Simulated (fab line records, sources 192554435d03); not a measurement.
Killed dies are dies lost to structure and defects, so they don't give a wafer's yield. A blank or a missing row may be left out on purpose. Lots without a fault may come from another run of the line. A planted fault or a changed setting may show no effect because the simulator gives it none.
Which tool did it? | flow n5_finfet | 9 lots, 27 wafers sampled, at 6 steps of a route of 1938

WHAT THE GAUGES READ, wafer by wafer
N5_BEOL_M2_CD_MEAS_28: target cd 26.2 nm, target cd y 24.1 nm. Usual: cd_nm 26.11 nm, standard deviation 0.23.
lot  | measured     | on        | cd_nm (nm)        | flag
L613 | day 7 07:24  | cd_sem-01 | 26.22 26.12 26.24 |
L616 | day 7 21:23  | cd_sem-01 | 26.36 26.11 26.04 |
L618 | day 8 13:14  | cd_sem-03 | 26.28 25.94 26.27 |
L624 | day 9 10:47  | cd_sem-01 | 25.99 26.28 26.55 |
L625 | day 10 12:34 | cd_sem-03 | 26.20 26.18 26.35 |
L626 | day 10 20:01 | cd_sem-02 | 26.14 26.39 26.75 |
L630 | day 11 07:52 | cd_sem-03 | 25.81 26.19 26.13 |
L634 | day 12 09:38 | cd_sem-01 | 25.79 25.97 26.01 |
L635 | day 12 18:09 | cd_sem-01 | 26.58 26.06 26.15 |

N5_BEOL_M2_OVL_MEAS_29. Usual: V1_OVL -0.4 nm, standard deviation 0.73.
lot  | measured     | on         | V1_OVL (nm)    | flag
L613 | day 7 07:26  | overlay-02 | -0.5 0.2 -0.4  |
L616 | day 7 21:25  | overlay-02 | -0.2 0.2 0.3   |
L618 | day 8 13:16  | overlay-02 | -2.5 -0.9 -1.7 |
L624 | day 9 10:49  | overlay-01 | 0.1 -0.5 0.6   |
L625 | day 10 12:36 | overlay-01 | 2.9 2.7 2.2    | OFF
L626 | day 10 20:04 | overlay-01 | 3.9 3.6 3.0    | OFF
L630 | day 11 07:54 | overlay-02 | 0.1 -0.5 -1.1  |
L634 | day 12 09:40 | overlay-01 | -0.2 0.3 0.6   |
L635 | day 12 18:11 | overlay-01 | -0.3 -0.6 0.0  |

N5_BEOL_M2_INSPECT_30: inspects for defects (brightfield). Usual: raw_defect_count 490, standard deviation 110.
lot  | measured     | on                | raw_defect_count | flag
L613 | day 7 07:29  | defect_inspect-01 | 500 398 769      |
L616 | day 7 21:29  | defect_inspect-02 | 569 407 483      |
L618 | day 8 13:20  | defect_inspect-02 | 358 253 277      |
L624 | day 9 10:53  | defect_inspect-01 | 643 438 610      |
L625 | day 10 12:39 | defect_inspect-01 | 454 454 399      |
L626 | day 10 20:06 | defect_inspect-01 | 436 420 362      |
L630 | day 11 07:58 | defect_inspect-01 | 691 745 617      |
L634 | day 12 09:43 | defect_inspect-02 | 455 439 631      |
L635 | day 12 18:14 | defect_inspect-02 | 540 647 413      |

N5_BEOL_M4_RC_MEAS_101. Usual: DIBL_N 35.9 mV/V, standard deviation 1.2; DIBL_P 35.9 mV/V, standard deviation 1.4; IOFF_N 0.149 nA/um, standard deviation 0.02; IOFF_P 0.205 nA/um, standard deviation 0.022; ION_N 671 uA/um, standard deviation 8.8; ION_P 461 uA/um, standard deviation 5.9; SS_N 71.4 mV/dec, standard deviation 0.51; SS_P 73.2 mV/dec, standard deviation 0.56; VT_N 250.6 mV, standard deviation 2.5; VT_P -250.1 mV, standard deviation 2.3.
lot  | measured     | on        | DIBL_N (mV/V)  | DIBL_P (mV/V)  | IOFF_N (nA/um)    | IOFF_P (nA/um)    | ION_N (uA/um) | ION_P (uA/um) | SS_N (mV/dec)  | SS_P (mV/dec)  | VT_N (mV)         | VT_P (mV)            | flag
L613 | day 9 16:29  | prober-02 | 36.4 36.8 36.7 | 35.8 35.7 36.5 | 0.157 0.157 0.165 | 0.223 0.233 0.243 | 676 671 671   | 466 466 465   | 71.5 72.5 71.3 | 73.6 73.6 72.3 | 249.7 250.3 249.1 | -246.2 -248.6 -247.0 |
L616 | day 11 03:07 | prober-02 | 33.7 35.6 34.3 | 35.3 38.1 35.7 | 0.114 0.147 0.121 | 0.181 0.214 0.177 | 653 666 650   | 453 458 452   | 70.9 72.0 71.3 | 73.1 73.2 72.8 | 253.2 251.1 255.3 | -251.4 -251.1 -254.3 |
L618 | day 11 06:32 | prober-01 | 35.2 36.3 35.7 | 35.3 36.9 36.8 | 0.126 0.146 0.137 | 0.174 0.195 0.201 | 666 674 667   | 451 460 464   | 71.1 72.0 71.2 | 72.8 73.3 73.7 | 252.4 251.7 254.8 | -251.1 -251.5 -249.2 |
L624 | day 12 05:19 | prober-02 | 35.5 34.5 36.6 | 33.2 31.5 34.0 | 0.119 0.107 0.129 | 0.190 0.169 0.198 | 652 653 656   | 458 462 460   | 70.8 70.2 70.9 | 71.9 71.6 71.9 | 253.3 254.1 253.5 | -250.8 -251.5 -250.2 |
L625 | day 12 20:46 | prober-02 | 33.5 35.2 34.5 | 33.7 35.4 34.5 | 0.108 0.131 0.119 | 0.159 0.183 0.166 | 654 670 658   | 454 462 451   | 71.1 71.8 70.7 | 73.4 73.5 72.6 | 256.5 252.5 253.0 | -254.7 -251.4 -255.3 |
L626 | day 13 02:11 | prober-02 | 34.1 34.2 35.2 | 36.2 35.8 37.2 | 0.146 0.150 0.167 | 0.232 0.226 0.251 | 675 678 679   | 464 467 472   | 71.5 71.9 71.5 | 73.3 72.9 73.6 | 248.4 248.1 248.2 | -247.9 -248.5 -246.4 |
L630 | day 14 10:30 | prober-02 | 38.7 36.7 37.3 | 39.3 36.6 36.2 | 0.188 0.143 0.145 | 0.248 0.192 0.193 | 685 681 673   | 468 466 451   | 72.0 72.3 72.0 | 74.0 73.5 73.4 | 250.4 253.3 252.4 | -252.2 -250.0 -251.0 |
L634 | day 14 11:42 | prober-01 | 34.6 37.2 34.8 | 33.9 36.8 34.6 | 0.118 0.165 0.129 | 0.166 0.211 0.175 | 658 676 665   | 451 461 456   | 71.4 71.7 71.1 | 72.5 73.7 72.6 | 255.1 248.7 254.3 | -253.8 -246.3 -252.8 |
L635 | day 16 00:40 | prober-02 | 37.5 36.5 36.1 | 35.7 34.1 34.7 | 0.171 0.145 0.144 | 0.244 0.216 0.222 | 680 664 673   | 473 461 470   | 71.2 71.5 71.0 | 74.4 74.0 73.2 | 247.1 249.7 249.8 | -247.2 -248.4 -246.4 |

WHICH TOOL RAN EACH LOT (tool, then ch and the chambers of the sampled wafers, then the start)
lot  | N5_BEOL_M2_DESCUM_16               | N5_BEOL_M2_EXPOSE_25
L613 | rie_diel-05 ch 1,2,3, day 7 06:23  | euv_scanner-02 ch 0, day 7 07:15
L616 | rie_diel-05 ch 1,2,3, day 7 20:32  | euv_scanner-02 ch 0, day 7 21:14
L618 | rie_diel-05 ch 0,3, day 8 12:22    | euv_scanner-02 ch 0, day 8 13:06
L624 | rie_diel-06 ch 1,2,3, day 9 10:02  | euv_scanner-01 ch 0, day 9 10:39
L625 | rie_diel-06 ch 2,3, day 10 11:42   | euv_scanner-02 ch 0, day 10 12:26
L626 | rie_diel-06 ch 2,3, day 10 18:59   | euv_scanner-02 ch 0, day 10 19:54
L630 | rie_diel-06 ch 0,2,3, day 11 06:58 | euv_scanner-01 ch 0, day 11 07:44
L634 | rie_diel-03 ch 1,2, day 12 08:40   | euv_scanner-01 ch 0, day 12 09:29
L635 | rie_diel-03 ch 0,1, day 12 17:01   | euv_scanner-01 ch 0, day 12 18:00
- N5_BEOL_M2_DESCUM_16: chemistry O2, time 7 s.
- N5_BEOL_M2_EXPOSE_25: exposes mask V1, defocus 5 nm.

WHAT THE TOOLS THEMSELVES READ (means of the sampled wafers that have a number; where no wafer has one, the mark that the record gives instead)
N5_BEOL_M2_DESCUM_16. Usual: chamber_pressure_mTorr 20.000 mTorr, standard deviation 0.02; drypump_motor_current_A 5.7 A, standard deviation 0.45; oes_product_au 0.80 a.u., standard deviation 0.1; rf_fwd_power_W 49.42 W, standard deviation 0.25; rf_vpp_V 242.9 V, standard deviation 1.3; showerhead_plenum_p_Torr 2.07 Torr, standard deviation 0.061; throttle_valve_pct 20.53 %, standard deviation 0.27.
lot  | tool        | chamber_pressure_mTorr (mTorr) | drypump_motor_current_A (A) | oes_product_au (a.u.) | rf_fwd_power_W (W) | rf_vpp_V (V) | showerhead_plenum_p_Torr (Torr) | throttle_valve_pct (%) | flag
L613 | rie_diel-05 | 20.006                         | 6.1                         | 0.71                  | 49.58              | 242.5        | 2.05                            | 20.71                  |
L616 | rie_diel-05 | 19.997                         | 6.1                         | 0.71                  | 49.61              | 242.6        | 2.05                            | 20.72                  |
L618 | rie_diel-05 | 20.006                         | 6.1                         | 0.86                  | 49.47              | 242.9        | 2.06                            | 20.27                  |
L624 | rie_diel-06 | 19.997                         | 5.4                         | 0.75                  | 49.70              | 243.4        | 2.05                            | 20.61                  |
L625 | rie_diel-06 | 19.997                         | 5.3                         | 0.87                  | 49.36              | 243.0        | 2.09                            | 20.36                  |
L626 | rie_diel-06 | 20.004                         | 5.1                         | 0.92                  | 49.51              | 243.6        | 2.07                            | 20.49                  |
L630 | rie_diel-06 | 19.990                         | 5.4                         | 0.89                  | 49.28              | 242.4        | 2.07                            | 20.41                  |
L634 | rie_diel-03 | 19.994                         | 5.7                         | 0.87                  | 49.46              | 243.6        | 2.16                            | 20.42                  |
L635 | rie_diel-03 | 19.998                         | 5.6                         | 0.85                  | 49.33              | 243.2        | 2.03                            | 20.64                  |

THE ANSWER, worked out from the rows above alone
Rule: a lot is off if the mean of its wafers that have a number lies more than 3 standard deviations from the usual mean. A lot without any number at a reading at which 4 lots or more have one is off too. The other lots that the step has rows for count as sound. The gauges are gone through in route order, then the tools' own readings, and for those a lot's mean is taken as printed above. The first step at which some lot is off is used, and at that step the reading that is off furthest; a lot without a number counts as furthest.
Off: L625, L626, at N5_BEOL_M2_OVL_MEAS_29 (V1_OVL).
A tool fits if, at a process step before that reading, it ran every lot that is off, and no sound lot after the first of them. The gauges at N5_BEOL_M2_OVL_MEAS_29 are tried like those tools. One fits: euv_scanner-02 at N5_BEOL_M2_EXPOSE_25. Its last sound lot is L618 (day 8 13:06), its first lot that is off L625 (day 10 12:26): a fault that began between those two fits.

WHAT THE SIMULATOR HAD PUT IN
Scanner matching overlay: euv_scanner-02, from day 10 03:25 on, at N5_BEOL_M2_EXPOSE_25. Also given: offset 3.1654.
Lots struck among those shown: L625, L626. The rule above found the same.
